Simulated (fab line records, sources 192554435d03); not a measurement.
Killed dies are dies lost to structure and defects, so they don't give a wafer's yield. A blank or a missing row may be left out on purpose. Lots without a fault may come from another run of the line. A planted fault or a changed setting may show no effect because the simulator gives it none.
Chamber matching | flow n5_finfet | N5_BEOL_M10_ETCH_62 on rie_diel-02: 4 sister chambers
The step etches SOC in N2/H2, target depth 110 nm, overetch 22 nm, time 165 s. 4 wafers are shown with their chamber, then 9 later ones without.

WAFERS WITH THEIR CHAMBER
wafer  | chamber | showerhead_plenum_p_Torr (Torr)
L081.6 | 3       | 2.64
L083.2 | 0       | 2.42
L083.4 | 1       | 2.54
L083.6 | 2       | 2.39

WAFERS WITHOUT THEIR CHAMBER
wafer  | showerhead_plenum_p_Torr (Torr)
L085.2 | 2.42
L085.5 | 2.39
L085.6 | 2.63
L092.3 | 2.41
L092.5 | 2.53
L092.6 | 2.63
L095.2 | 2.62
L095.5 | 2.41
L095.6 | 2.52

WHICH CHAMBER EACH WENT THROUGH
wafer  | from the rows above     | in truth
L085.2 | 0                       | 0
L085.5 | 2                       | 2
L085.6 | 3                       | 3
L092.3 | can't be placed: 0 or 2 | 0
L092.5 | 1                       | 1
L092.6 | 3                       | 3
L095.2 | 3                       | 3
L095.5 | can't be placed: 0 or 2 | 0
L095.6 | 1                       | 1
Placed correctly: 7 of 9. Can't be placed from these rows: 2 (the true chamber is among the candidates in 2). Placed wrongly: 0.
How it was worked out, from the rows above alone: a wafer's distance from a chamber is the root of the sum, over the readings, of the square of ((its reading less the chamber's mean) divided by the reading's scatter). The wafer belongs to the nearest chamber; if the next one is less than 2 further off, it can't be placed. A chamber's mean is the mean of its shown wafers. The scatter: with one shown wafer a chamber, the root of the mean of the squares of how far each hidden wafer lies from its nearest shown one.
